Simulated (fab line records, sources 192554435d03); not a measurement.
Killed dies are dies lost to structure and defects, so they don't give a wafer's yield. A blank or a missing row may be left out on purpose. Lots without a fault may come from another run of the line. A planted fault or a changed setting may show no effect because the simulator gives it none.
Which tool did it? | flow n5_finfet | 10 lots, 30 wafers sampled, at 5 steps of a route of 1938

WHAT THE GAUGES READ, wafer by wafer
The record holds no reading of a measuring or inspecting step that can be judged against a usual standard deviation.

WHICH TOOL RAN EACH LOT (tool, then ch and the chambers of the sampled wafers, then the start)
lot  | N5_BEOL_M10_SPUTTER_48       | N5_BEOL_M11_SURFACE_TREAT_76 | N5_BEOL_M11_SPUTTER_48       | N5_BEOL_M12_COAT_58               | N5_BEOL_M12_STRIP_64
L324 | pvd_sputter-02, day 9 12:11  | pvd_sputter-03, day 9 19:13  | pvd_sputter-02, day 9 19:38  | litho_track-04 ch 0, day 9 21:22  | plasma_asher-02 ch 0,1, day 9 22:25
L325 | pvd_sputter-01, day 10 05:53 | pvd_sputter-01, day 10 13:17 | pvd_sputter-01, day 10 13:32 | litho_track-01 ch 0, day 10 14:47 | plasma_asher-02 ch 0,1, day 10 15:46
L327 | pvd_sputter-01, day 10 18:26 | pvd_sputter-01, day 11 00:44 | pvd_sputter-03, day 11 01:15 | litho_track-01 ch 0, day 11 02:49 | plasma_asher-01 ch 0,1, day 11 03:38
L326 | pvd_sputter-03, day 10 18:57 | pvd_sputter-02, day 11 02:15 | pvd_sputter-02, day 11 02:27 | litho_track-04 ch 0, day 11 03:37 | plasma_asher-02 ch 0,1, day 11 04:20
L335 | pvd_sputter-02, day 12 18:59 | pvd_sputter-01, day 13 04:56 | pvd_sputter-02, day 13 05:11 | litho_track-04 ch 0, day 13 06:32 | plasma_asher-01 ch 0,1, day 13 07:14
L339 | pvd_sputter-02, day 13 23:49 | pvd_sputter-01, day 14 06:02 | pvd_sputter-01, day 14 06:22 | litho_track-04 ch 0, day 14 07:32 | plasma_asher-01 ch 1, day 14 08:14
L345 | pvd_sputter-03, day 15 12:09 | pvd_sputter-02, day 15 20:38 | pvd_sputter-02, day 15 20:55 | litho_track-05 ch 0, day 15 22:08 | plasma_asher-01 ch 0, day 15 23:00
L347 | pvd_sputter-03, day 15 13:56 | pvd_sputter-01, day 15 21:01 | pvd_sputter-01, day 15 21:14 | litho_track-01 ch 0, day 15 22:30 | plasma_asher-02 ch 0,1, day 15 23:20
L343 | pvd_sputter-01, day 15 16:03 | pvd_sputter-03, day 16 01:41 | pvd_sputter-02, day 16 02:14 | litho_track-01 ch 0, day 16 04:07 | plasma_asher-01 ch 0,1, day 16 04:58
L346 | pvd_sputter-02, day 16 06:01 | pvd_sputter-02, day 16 14:12 | pvd_sputter-01, day 16 16:01 | litho_track-04 ch 0, day 16 17:26 | plasma_asher-02 ch 0,1, day 16 18:22
- N5_BEOL_M10_SPUTTER_48: material Cu, target thk 12 nm, time 2 s.
- N5_BEOL_M11_SURFACE_TREAT_76
- N5_BEOL_M11_SPUTTER_48: material Cu, target thk 12 nm, time 2 s.
- N5_BEOL_M12_COAT_58: time 60 s, resist thk 89 nm.
- N5_BEOL_M12_STRIP_64: strips in N2/H2.

WHAT THE TOOLS THEMSELVES READ (means of the sampled wafers that have a number; where no wafer has one, the mark that the record gives instead)
N5_BEOL_M10_SPUTTER_48.
lot  | tool           | cathode_dc_power_W (W) | chamber_pressure_pa (Pa) | chuck_sensor_temp_C (C) | throttle_valve_pct (%)
L324 | pvd_sputter-02 | 25999                  | 0.12994                  | -15.8                   | 29.4
L325 | pvd_sputter-01 | 25998                  | 0.13019                  | -16.1                   | 30.7
L327 | pvd_sputter-01 | 26000                  | 0.12996                  | -16.1                   | 30.3
L326 | pvd_sputter-03 | 26001                  | 0.12999                  | -16.5                   | 30.0
L335 | pvd_sputter-02 | 26003                  | 0.13024                  | -16.4                   | 29.2
L339 | pvd_sputter-02 | 26002                  | 0.12985                  | -15.9                   | 29.6
L345 | pvd_sputter-03 | 26004                  | 0.12988                  | -16.3                   | 30.6
L347 | pvd_sputter-03 | 25998                  | 0.12998                  | -16.0                   | 30.2
L343 | pvd_sputter-01 | 25999                  | 0.12984                  | -16.0                   | 30.8
L346 | pvd_sputter-02 | 26001                  | 0.13004                  | -16.4                   | 29.2

N5_BEOL_M11_SPUTTER_48.
lot  | tool           | cathode_dc_power_W (W) | chamber_pressure_pa (Pa) | chuck_sensor_temp_C (C) | throttle_valve_pct (%)
L324 | pvd_sputter-02 | 26001                  | 0.13                     | -15.8                   | 29.4
L325 | pvd_sputter-01 | 25996                  | 0.13                     | -16.1                   | 30.8
L327 | pvd_sputter-03 | 26002                  | 0.13                     | -15.8                   | 30.4
L326 | pvd_sputter-02 | 26005                  | 0.13                     | -16.4                   | 29.0
L335 | pvd_sputter-02 | 25999                  | 0.13                     | -15.7                   | 29.6
L339 | pvd_sputter-01 | 26001                  | 0.13                     | -16.1                   | 30.1
L345 | pvd_sputter-02 | 26002                  | 0.13                     | -16.1                   | 29.0
L347 | pvd_sputter-01 | 26002                  | 0.13                     | -16.2                   | 29.8
L343 | pvd_sputter-02 | 26001                  | 0.13                     | -16.0                   | 29.4
L346 | pvd_sputter-01 | 25995                  | 0.13                     | -16.3                   | 30.2

N5_BEOL_M12_COAT_58.
lot  | tool           | heater_power_total_W (W) | spin_speed_rpm (rpm)
L324 | litho_track-04 | 391.0                    | 1499.2
L325 | litho_track-01 | 392.9                    | 1500.6
L327 | litho_track-01 | 391.1                    | 1497.8
L326 | litho_track-04 | 391.2                    | 1498.6
L335 | litho_track-04 | 389.9                    | 1559.5
L339 | litho_track-04 | 392.9                    | 1560.1
L345 | litho_track-05 | 390.3                    | 1500.4
L347 | litho_track-01 | 392.5                    | 1500.0
L343 | litho_track-01 | 393.0                    | 1500.5
L346 | litho_track-04 | 392.5                    | 1500.0

N5_BEOL_M12_STRIP_64.
lot  | tool            | drypump_motor_current_A (A) | heater_power_w (W) | oes_product_au (a.u.) | strip_time_to_endpoint_s (s)
L324 | plasma_asher-02 | 5.37                        | 358                | 0.721                 | 31.29
L325 | plasma_asher-02 | 5.54                        | 333                | 0.707                 | 31.32
L327 | plasma_asher-01 | 5.80                        | 349                | 0.720                 | 31.31
L326 | plasma_asher-02 | 5.37                        | 362                | 0.717                 | 31.19
L335 | plasma_asher-01 | 5.78                        | 350                | 0.715                 | 30.85
L339 | plasma_asher-01 | 5.72                        | 342                | 0.711                 | 30.77
L345 | plasma_asher-01 | 5.83                        | 357                | 0.712                 | 31.29
L347 | plasma_asher-02 | 5.55                        | 334                | 0.713                 | 31.40
L343 | plasma_asher-01 | 5.79                        | 354                | 0.718                 | 31.44
L346 | plasma_asher-02 | 5.38                        | 362                | 0.717                 | 31.35

THE ANSWER, worked out from the rows above alone
Rule: what is usual is taken from the lots themselves. Put in order of their means at a reading, lots are off if they are a third of the lots or fewer, leave a main group of 4 or more, and stand apart from it by a gap of 3 or more times the standard deviation of the main group's means; of several such gaps the widest counts. A main group whose means are all the same, to the digits that the tables above print for the reading, isn't used. A lot without any number at a reading at which 4 lots or more have one is off too. The other lots that the step has rows for count as sound. The gauges are gone through in route order, then the tools' own readings, and for those a lot's mean is taken as printed above. The first step at which some lot is off is used, and at that step the reading that is off furthest; a lot without a number counts as furthest.
Off: L335, L339, at N5_BEOL_M12_COAT_58 (spin_speed_rpm). The main group: mean 1499.6 rpm, standard deviation 0.95.
A tool fits if, at that step or a process step before it, it ran every lot that is off, and no sound lot after the first of them. None of those tried fits.

WHAT THE SIMULATOR HAD PUT IN
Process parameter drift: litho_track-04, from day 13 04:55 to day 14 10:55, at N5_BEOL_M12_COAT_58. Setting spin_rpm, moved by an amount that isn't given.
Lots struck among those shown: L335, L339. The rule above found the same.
